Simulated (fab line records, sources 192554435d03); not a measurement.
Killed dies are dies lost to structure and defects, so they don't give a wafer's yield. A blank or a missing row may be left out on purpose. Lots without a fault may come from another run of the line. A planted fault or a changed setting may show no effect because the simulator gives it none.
fab line records | flow n5_finfet
record lots=9 wafers=24 last_day=18
route steps=1938 shown BEOL_M4@1062 PASSIVATION@1936
lots that met no fault: from a run of the same line without faults
start_h: hours from the record's first day to the start of the lot's first wafer shown | wait_h: hours since the lot's step before | " the same as in the row above | L1.1+2: a row that stands for several wafers | - no value, or no start given | * or withheld: withheld | < > ~ a bound
route shown NAME@n: a module of which the file shows steps, and the number in the route of the first | usual: mean/standard deviation of fault-free wafers | same: alike in all rows | chamber/n: place in a boat | sites: the reading at each site | _std_site: their standard deviation | _edge_site: outer sites' mean less inner sites' | radius_mm: how far each site lies from the wafer's centre | mask NAME#n: copy n | behind: the tool/chamber that last shaped the wafer | hold: why the lot was held/for how many hours/how that ended | device: the transistor (n, p or np) that didn't switch | end of line: the same wafers' tests at the end of the route | a step without rows: its recipe alone | killed: dies lost to structure and defects at the first sort, not the wafer's yield | map: a wafer's dies, x killed, . not, _ none there
set.NAME: the setting as run; set.NAME@STEP: as run at that earlier step | model.NAME: the simulator's own value behind a step, which no gauge read
steps of the route over a sample of lots; a table a step, a row a wafer
services: from which hour (start_h, from the record's first day; less than 0 if before it) a tool's chamber was out of use, for how many hours, and why
## steps
# step N5_BEOL_M4_ALD_98
# recipe material=SiO2 target_thk_a=25 temp_c=100 ald_precursor_family=BDEAS ald_co_reactant=O2-plasma pulse_time_s=1 co_reactant_pulse_time_s=1 purge_time_s=2 co_reactant_purge_time_s=2 ald_cycles=17 pressure_torr=2
# usual chamber_pressure_Torr=2.000/0.004 heater_power_w=77/9.8 precursor_pulse_height_rel=1.001/0.019
# same co_reactant_purge_time_s=2 pulse_time_s=1
# columns lot.wafer tool chamber start_h wait_h chamber_pressure_Torr heater_power_w precursor_pulse_height_rel
L409.2 ald_sin-03 1 190.80 0.4 2.000 72 1.015
L409.5 " 3 " " 1.999 65 1.018
L409.6 " 2 " " 2.002 89 1.003
L410.4 ald_sin-04 2 194.42 0.0 2.000 73 1.011
L410.5 " 2 " " 1.993 72 0.962
L410.6 " 1 " " 2.001 79 0.967
L416.2 ald_sin-02 0 237.45 0.4 1.994 74 1.016
L416.3 " 3 " " 2.001 88 0.980
L416.6 " 2 " " 1.987 79 0.977
L420.1 ald_sin-03 3 246.77 0.1 1.996 67 1.029
L420.3 " 1 " " 2.000 74 1.045
L422.1 ald_sin-02 1 261.21 0.1 2.002 76 0.997
L422.3 " 3 " " 2.000 86 0.989
L422.5 " 3 " " 2.005 85 0.981
L425.2 ald_sin-04 1 284.57 0.1 2.005 76 0.989
L425.3 " 0 " " 1.997 63 0.980
L425.4 " 3 " " 1.999 61 0.997
L423.3 ald_sin-04 3 284.67 0.1 2.000 58 1.028
L423.4 " 0 " " 1.995 63 1.026
L428.2 ald_sin-03 1 297.94 0.1 2.009 73 1.038
L428.5 " 0 " " 2.005 93 1.015
L430.1 ald_sin-04 0 304.24 0.1 2.004 64 1.027
L430.3 " 1 " " 2.002 79 1.011
L430.5 " 0 " " 2.009 61 0.992
# step N5_BEOL_M4_ETCH_70
# recipe chemistry=N2/H2 target=SOC target_depth_a=800 overetch_a=240 mask_material=SiARC temp_c=40 time_s=130 ion_energy_ev=200 pressure_mtorr=30 source_w=840 bias_w=150 n2_flow_sccm=200 h2_flow_sccm=200
# usual drypump_motor_current_A=5.6/0.53 oes_product_au=0.58/0.063 rf_fwd_power_W=836.5/2.7 rf_vpp_V=524.0/2 showerhead_plenum_p_Torr=2.55/0.076 throttle_valve_pct=17.8/0.33
# columns lot.wafer tool chamber start_h wait_h drypump_motor_current_A oes_product_au rf_fwd_power_W rf_hours_counter_h rf_vpp_V showerhead_plenum_p_Torr throttle_valve_pct
L409.2 rie_diel-02 0 191.46 0.0 6.2 0.51 834.3 224 525.8 2.62 18.2
L409.5 " 1 " " 5.7 0.56 836.5 - 523.7 2.56 18.2
L409.6 " 2 " " 5.1 0.52 838.7 - 525.2 2.66 18.3
L410.4 rie_diel-02 0 197.44 0.0 6.2 0.51 832.8 227 525.8 2.62 18.2
L410.5 " 2 " " 5.1 0.52 840.4 - 527.2 2.65 18.3
L410.6 " 1 " " 5.8 0.55 836.1 - 523.4 2.56 18.2
L416.2 rie_diel-02 1 238.15 0.0 5.8 0.55 838.5 155 524.4 2.55 18.2
L416.3 " 3 " " 5.3 0.67 837.7 14 525.5 2.59 17.8
L416.6 " 0 " " 6.2 0.51 839.0 - 526.4 2.61 18.3
L420.1 rie_diel-06 1 254.30 0.0 6.5 0.59 835.3 100 524.6 2.58 17.6
L420.3 " 3 " " 4.8 0.62 835.2 60 523.6 2.48 17.4
L422.1 rie_diel-02 1 264.24 0.0 5.7 0.55 1040.3 166 487.4 2.55 18.3
L422.3 " 0 " " 6.2 0.50 1036.9 250 489.1 2.61 18.2
L422.5 " 2 " " 5.1 0.51 1035.0 - 489.7 2.64 18.3
L425.2 rie_diel-02 1 286.21 0.0 5.8 0.54 1037.8 174 486.8 2.55 18.3
L425.3 " 2 " " 5.1 0.50 1036.9 234 488.7 2.64 18.4
L425.4 " 2 " " 5.1 0.50 1038.7 - 489.1 2.64 18.4
L423.3 rie_diel-05 0 286.34 0.0 6.3 0.55 837.0 162 521.4 2.40 17.6
L423.4 " 1 " " 4.9 0.50 837.4 225 523.3 2.52 17.7
L428.2 rie_diel-05 1 310.16 0.0 4.9 0.50 837.0 236 522.6 2.51 17.7
L428.5 " 2 " " 6.0 0.60 832.9 - 522.0 2.45 17.5
L430.1 rie_diel-05 0 313.59 0.0 6.3 0.55 837.0 174 520.7 2.40 17.6
L430.3 " 2 " " 6.0 0.59 838.0 102 521.7 2.45 17.5
L430.5 " 2 " " 5.9 0.59 836.8 - 522.2 2.45 17.5
# step N5_BEOL_M4_VIA_ETCH_34
# recipe chemistry=C4F6/O2 target_depth_a=694 mask_material=SOC pressure_mtorr=15 ion_energy_ev=250 taper_deg=4 time_s=65.9 source_w=350 bias_w=170 Ar_flow_sccm=300 C4F6_flow_sccm=10 O2_flow_sccm=10
# usual drypump_motor_current_A=5.6/0.53 oes_product_au=0.78/0.091 rf_fwd_power_W=347.6/1.2 rf_vpp_V=655/16 showerhead_plenum_p_Torr=2.85/0.069 throttle_valve_pct=30.8/0.31
# columns lot.wafer tool chamber start_h wait_h drypump_motor_current_A oes_product_au rf_fwd_power_W rf_hours_counter_h rf_vpp_V showerhead_plenum_p_Torr throttle_valve_pct
L409.2 rie_diel-02 0 191.56 0.0 6.2 0.69 346.1 224 683 2.93 31.1
L409.5 " 1 " " 5.7 0.76 348.2 - 665 2.86 31.1
L409.6 " 2 " " 5.1 0.70 347.8 - 657 2.94 31.0
L410.4 rie_diel-02 0 197.55 0.0 6.2 0.69 346.8 227 682 2.92 31.2
L410.5 " 2 " " 5.1 0.70 346.7 - 656 2.93 31.0
L410.6 " 1 " " 5.8 0.76 348.8 - 664 2.86 31.1
L416.2 rie_diel-02 1 238.26 0.0 5.8 0.75 348.1 155 665 2.85 31.1
L416.3 " 3 " " 5.3 0.91 346.8 14 634 2.89 31.1
L416.6 " 0 " " 6.2 0.68 349.0 - 682 2.92 31.2
L420.1 rie_diel-06 1 254.40 0.0 6.5 0.80 349.0 100 664 2.86 30.4
L420.3 " 3 " " 4.8 0.85 348.0 60 674 2.76 30.2
L422.1 rie_diel-02 1 264.34 0.0 5.8 0.74 347.7 166 664 2.85 31.1
L422.3 " 0 " " 6.2 0.67 348.9 250 683 2.91 31.2
L422.5 " 2 " " 5.1 0.69 346.7 - 657 2.92 31.0
L425.2 rie_diel-02 1 286.32 0.0 5.7 0.73 345.9 174 664 2.84 31.1
L425.3 " 2 " " 5.1 0.68 349.4 234 658 2.92 31.0
L425.4 " 2 " " 5.1 0.69 348.2 - 656 2.92 31.0
L423.3 rie_diel-05 0 286.44 0.0 6.3 0.75 348.7 162 640 2.74 30.7
L423.4 " 1 " " 4.9 0.66 347.2 225 652 2.85 30.7
L428.2 rie_diel-05 1 310.27 0.0 4.9 0.66 347.1 236 654 2.84 30.7
L428.5 " 2 " " 5.9 0.79 345.6 - 629 2.76 30.7
L430.1 rie_diel-05 0 313.69 0.0 6.3 0.75 346.1 174 640 2.73 30.7
L430.3 " 2 " " 5.9 0.79 348.8 102 630 2.76 30.7
L430.5 " 2 " " 6.0 0.78 350.2 - 629 2.76 30.7
# step N5_BEOL_M4_STRIP_97
# recipe chemistry=N2/H2 time_s=10 power_w=450 temp_c=40 pressure_mtorr=20 rf_frequency_hz=6e+07 bias_power_w=7 n2_flow_sccm=200 h2_flow_sccm=200
# usual drypump_motor_current_A=5.6/0.53 oes_product_au=0.79/0.093 rf_vpp_V=59.2/0.83 showerhead_plenum_p_Torr=2.54/0.076 throttle_valve_pct=23.6/0.42
# columns lot.wafer tool chamber start_h wait_h drypump_motor_current_A oes_product_au rf_hours_counter_h rf_vpp_V showerhead_plenum_p_Torr throttle_valve_pct
L409.2 rie_diel-02 0 - - 6.2 0.69 224 59.6 2.61 23.9
L409.5 " 1 " " 5.7 0.76 - 60.1 2.56 24.2
L409.6 " 2 " " 5.1 0.69 - 60.4 2.65 24.4
L410.4 rie_diel-02 0 - - 6.2 0.69 227 59.0 2.61 23.9
L410.5 " 2 " " 5.1 0.68 - 59.5 2.65 24.4
L410.6 " 1 " " 5.7 0.76 - 58.6 2.55 24.2
L416.2 rie_diel-02 1 - - 5.7 0.75 155 59.1 2.55 24.2
L416.3 " 3 " " 5.3 0.93 14 60.2 2.59 23.8
L416.6 " 0 " " 6.2 0.68 - 59.6 2.61 24.0
L420.1 rie_diel-06 1 - - 6.4 0.82 100 58.7 2.58 23.6
L420.3 " 3 " " 4.8 0.87 60 57.4 2.47 23.3
L422.1 rie_diel-02 1 - - 5.8 0.74 166 59.3 2.54 24.2
L422.3 " 0 " " 6.2 0.67 250 59.6 2.60 24.0
L422.5 " 2 " " 5.1 0.67 - 60.3 2.64 24.4
L425.2 rie_diel-02 1 - - 5.8 0.72 174 60.3 2.54 24.2
L425.3 " 2 " " 5.1 0.67 234 59.2 2.64 24.4
L425.4 " 2 " " 5.1 0.67 - 59.3 2.64 24.5
L423.3 rie_diel-05 0 - - 6.3 0.76 162 58.8 2.40 23.1
L423.4 " 1 " " 4.9 0.69 225 60.5 2.51 23.4
L428.2 rie_diel-05 1 - - 4.9 0.68 236 60.0 2.51 23.4
L428.5 " 2 " " 5.9 0.79 - 58.3 2.45 23.2
L430.1 rie_diel-05 0 - - 6.3 0.77 174 59.3 2.40 23.1
L430.3 " 2 " " 5.9 0.80 102 59.8 2.45 23.2
L430.5 " 2 " " 5.9 0.80 - 58.9 2.45 23.2
# step N5_BEOL_M4_RC_MEAS_101
# usual DIBL_N=36.5/2.2 DIBL_P=36.9/2.9 IOFF_N=0.17/0.044 IOFF_P=0.22/0.052 ION_N=671/16 ION_P=461/10 SS_N=71.6/0.73 SS_P=73.5/0.79 VT_N=250/4.1 VT_P=-250/4.1
# columns lot.wafer tool chamber start_h wait_h DIBL_N[mV/V] DIBL_P[mV/V] IOFF_N[nA/um] IOFF_P[nA/um] ION_N[uA/um] ION_P[uA/um] SS_N[mV/dec] SS_P[mV/dec] VT_N[mV] VT_P[mV]
L409.2 prober-02 0 196.53 0.2 35.9 36.2 0.15 0.21 666 459 70.7 73.0 249 -249
L409.5 " 0 " " 36.7 36.3 0.15 0.20 656 453 71.3 73.7 250 -252
L409.6 " 0 " " 35.2 36.0 0.14 0.21 664 461 71.9 73.2 253 -248
L410.4 prober-01 0 203.46 0.5 34.2 34.5 0.11 0.18 655 451 71.1 72.1 258 -254
L410.5 " 0 " " 37.0 38.1 0.16 0.22 655 448 72.2 73.3 250 -252
L410.6 " 0 " " 35.7 37.1 0.13 0.21 668 463 71.2 72.9 252 -251
L416.2 prober-01 0 242.80 0.2 35.8 35.2 0.14 0.19 670 454 71.9 73.4 253 -253
L416.3 " 0 " " 37.1 38.6 0.16 0.24 652 453 72.5 73.8 248 -250
L416.6 " 0 " " 34.8 32.0 0.13 0.14 638 436 72.4 72.6 258 -258
L420.1 prober-02 0 258.56 0.0 33.5 34.2 0.13 0.19 665 461 71.0 72.3 251 -248
L420.3 " 0 " " 37.1 38.5 0.20 0.26 674 464 72.0 73.7 246 -246
L422.1 prober-02 0 268.56 0.0 37.9 38.3 0.17 0.21 665 449 72.2 73.9 251 -253
L422.3 " 0 " " 35.5 35.7 0.13 0.18 670 458 71.1 73.5 252 -253
L422.5 " 0 " " 36.0 36.9 0.14 0.20 668 454 71.4 73.4 254 -252
L425.2 prober-02 0 290.77 0.2 34.6 35.2 0.13 0.19 662 461 71.6 72.9 252 -250
L425.3 " 0 " " 38.4 41.1 0.23 0.30 700 477 71.5 74.3 240 -246
L425.4 " 0 " " 37.3 39.9 0.18 0.30 656 459 71.9 74.1 248 -244
L423.3 prober-01 0 291.50 0.6 38.2 39.8 0.20 0.25 684 468 72.4 73.7 249 -249
L423.4 " 0 " " 37.5 38.9 0.18 0.24 670 459 72.2 73.6 249 -251
L428.2 prober-02 0 315.73 0.2 35.1 34.2 0.16 0.24 682 478 71.1 72.9 251 -243
L428.5 " 0 " " 40.6 41.2 0.31 0.38 707 487 72.5 74.8 241 -238
L430.1 prober-01 0 317.82 0.0 35.3 35.5 0.14 0.18 666 461 70.9 73.1 250 -252
L430.3 " 0 " " 38.1 38.7 0.18 0.23 674 463 71.7 74.3 247 -249
L430.5 " 0 " " 37.8 39.4 0.17 0.25 668 461 71.4 74.4 248 -252
# step N5_PASSIVATION_PROBE_49
# usual defect_limited_yield=91.3/1.4 killed_at_M0_to_M3=36/10 killed_at_M4_up=13/5.4 killed_at_contacts=12/5.3 killed_at_front_end=39/10 killed_at_other=3.2/2.7 killed_dies=103/16 killed_open=68/13 killed_short=33/6.6 sort_bin_5_function=5.1/0.92 sort_bin_6_memory=3.3/0.68 sort_bin_8_speed=0.1/0.41 sort_n_pass=1077/17 sort_yield_pct=91.2/1.4
# same gross_dies=1180 killed_at_back_side=0 sort_bin_4_leakage[%]=0
# columns lot.wafer tool chamber start_h wait_h defect_limited_yield[%] killed_at_M0_to_M3 killed_at_M4_up killed_at_contacts killed_at_front_end killed_at_other killed_dies killed_open killed_short sort_bin_5_function[%] sort_bin_6_memory[%] sort_bin_8_speed[%] sort_n_pass sort_yield_pct[%]
L422.1 prober-02 - 374.82 0.0 90.4 37 14 10 52 0 113 62 36 5.2 2.9 0 1067 90.4
L423.3 prober-01 - 412.11 0.1 89.2 51 13 11 48 4 127 94 30 5.9 4.4 0 1053 89.2
# killed by level:class
L422.1 BEOL_M0_SAQP:geometric_particle:short=15 HKMG_FIN:area_etch=13 FIN_SAQP:geometric_particle:open=12 BEOL_M0_SAQP:geometric_particle:open=9 MOL_CONTACT_COAG:geometric_particle:open=8 BEOL_M4:geometric_particle:open=8 FIN_SAQP:geometric_particle:short=5 BEOL_M1:geometric_particle:open=5
L423.3 BEOL_M2:geometric_particle:open=19 BEOL_M3:geometric_particle:open=11 DUMMY_GATE:geometric_particle:open=8 MOL_CONTACT_COAG:geometric_particle:open=8 STI_FIN_REVEAL:geometric_particle:open=7 GATE_CUT:geometric_particle:open=7 FIN_SAQP:geometric_particle:short=6 BEOL_M0_SAQP:geometric_particle:open=5
## services
# columns tool chamber start_h hours kind
rie_diel-06 1 173.12 2.4 repair
rie_diel-06 0 174.16 8.3 repair
rie_diel-02 3 177.94 - clean
rie_diel-02 3 177.94 - consumable_replace:focus_ring
rie_diel-02 3 177.94 17.6 scheduled_down
rie_diel-02 3 177.94 17.6 vent_cycle
ald_sin-02 - 191.13 14.6 pm
ald_sin-02 0 210.93 13.8 repair
rie_diel-05 3 211.18 8.2 repair
rie_diel-05 3 228.10 - clean
rie_diel-05 3 228.10 - consumable_replace:esc
rie_diel-05 3 228.10 - consumable_replace:focus_ring
rie_diel-05 1 231.51 7.3 repair
ald_sin-04 - 268.38 14.0 pm
rie_diel-02 0 271.52 9.9 repair
rie_diel-02 0 281.47 - clean
rie_diel-02 0 281.47 - consumable_replace:focus_ring
rie_diel-02 0 281.47 15.5 scheduled_down
rie_diel-02 0 281.47 15.5 vent_cycle
ald_sin-03 - 286.36 0.8 pm
rie_diel-02 3 287.60 16.7 repair
ald_sin-04 0 291.09 2.0 repair
ald_sin-04 2 299.66 12.2 repair
ald_sin-03 - 299.70 6.1 pm
## key
first_sign step=N5_BEOL_M4_ETCH_70 reading=rf_fwd_power_W direction=up sigmas=76 usual=* struck=*
effect step=N5_BEOL_M4_ETCH_70 reading=rf_vpp_V direction=down sigmas=17 usual=524.0 struck=488.5
met_at N5_BEOL_M4_ETCH_70
struck_lots L422,L425
baseline_loss step=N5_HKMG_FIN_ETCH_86 wafers=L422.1
not_acting_at N5_BEOL_M4_ALD_98,N5_BEOL_M4_VIA_ETCH_34,N5_BEOL_M4_STRIP_97
onset_between 238.15 264.24
fault kind=process_parameter_drift tool=rie_diel-02 chamber=- onset_h=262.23 steps=N5_BEOL_M4_ETCH_70 channel=source_w offset=201.6 shape=step end_h=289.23 acts_in=these_recipes_only stated=840
# baseline_loss: these wafers lose ten dies or more at that step, a loss of the line's own and not of a fault; the sort's usual values leave them out
